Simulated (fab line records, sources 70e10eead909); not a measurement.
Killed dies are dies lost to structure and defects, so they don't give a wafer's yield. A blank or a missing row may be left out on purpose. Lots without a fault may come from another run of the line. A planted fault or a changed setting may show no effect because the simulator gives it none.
A struck lot beside a sound one | flow nand_harc | 15 steps out of a route of 1159
Sound: wafers L202.1, L202.2, L202.4. Struck: wafers L208.1, L208.3, L208.6. The cause comes at the end.
At each step with rows: each side's tool, then ch and its chambers, then its first start. Under that, the readings that differ: sound wafers | struck wafers | difference of the means | sigmas: that difference in standard deviations of wafers without a fault.
alike: readings whose means differ by less than 2 such deviations, and words and numbers that are the same on both sides. not compared: withheld readings, readings that some wafer has no value for, bounds like >300 that may hide the same value, and numbers for which the record gives no deviation and whose values overlap.
The two part at a step that has a row with sigmas, a row that says differs or no value, or rows on one side only. Numbers that don't overlap but have no deviation are shown without sigmas and don't part them. A reading that every wafer of one side lacks parts them only if that side has two wafers or more.

first, 1 step without rows for these wafers: NHARC_A_ONON_D1_DEP_03 (target thk 1000 nm).
NHARC_A_ONON_D1_THK_MEAS_05: measures by ellipsometry.
  sound on film_metro-01, day 7 04:49; struck on film_metro-02, day 9 09:56
  reading     | sound       | struck         | difference | sigmas
  thk_nm (nm) | 990 990 987 | 1008 1011 1009 | +20        | +2
then, 1 step without rows for these wafers: NHARC_A_ONON_D1_DEP_06 (target thk 1000 nm).
NHARC_A_ONON_D1_THK_MEAS_08: measures by ellipsometry.
  sound on film_metro-01, day 7 05:23; struck on film_metro-01, day 9 10:29
  alike: thk_nm
then, 1 step without rows for these wafers: NHARC_A_ONON_D1_DEP_09 (target thk 1000 nm).
NHARC_A_ONON_D1_THK_MEAS_11: measures by ellipsometry.
  sound on film_metro-01, day 7 05:56; struck on film_metro-01, day 9 11:04
  alike: thk_nm
then, 1 step without rows for these wafers: NHARC_A_ONON_D1_DEP_12 (target thk 1000 nm).
NHARC_A_ONON_D1_THK_MEAS_14: measures by ellipsometry.
  sound on film_metro-01, day 7 06:31; struck on film_metro-02, day 9 11:38
  reading     | sound       | struck         | difference | sigmas
  thk_nm (nm) | 992 992 992 | 1014 1017 1017 | +24        | +2
then, 2 steps without rows for these wafers: NHARC_A_ONON_D1_ANNEAL_15 (time 3600 s); NHARC_A_ONON_D1_DEP_16 (target thk 1000 nm).
NHARC_A_ONON_D1_THK_MEAS_18: measures by ellipsometry.
  sound on film_metro-01, day 7 11:38; struck on film_metro-02, day 9 18:44
  alike: thk_nm
NHARC_A_ONON_D1_DEP_19: target thk 1000 nm.
  sound on pecvd_onon-02 ch 0, day 7 11:49; struck on pecvd_onon-02 ch 0, day 9 18:48
  alike: n2_flow_sccm, sih4_flow_sccm
NHARC_A_ONON_D1_THK_MEAS_21: measures by ellipsometry.
  sound on film_metro-01, day 7 12:20; struck on film_metro-01, day 9 19:19
  reading     | sound          | struck         | difference | sigmas
  thk_nm (nm) | 1012 1011 1012 | 1597 1594 1595 | +584       | +58
then, 1 step without rows for these wafers: NHARC_A_ONON_D1_DEP_22 (target thk 1000 nm).
-- the record jumps here: 12 days lie between the struck wafers' starts before and after (it left off in module A_ONON_D1 and takes up again in module END, whose first step shown is number 1159 of the route) --
NHARC_END_SORT_01:
  the record has rows for the struck wafers here (prober-02 ch 0, day 21 22:35) and none for the sound ones

WHERE THEY PART
First at NHARC_A_ONON_D1_THK_MEAS_05; last, within this record, at NHARC_END_SORT_01.

WHY: what the simulator had put in
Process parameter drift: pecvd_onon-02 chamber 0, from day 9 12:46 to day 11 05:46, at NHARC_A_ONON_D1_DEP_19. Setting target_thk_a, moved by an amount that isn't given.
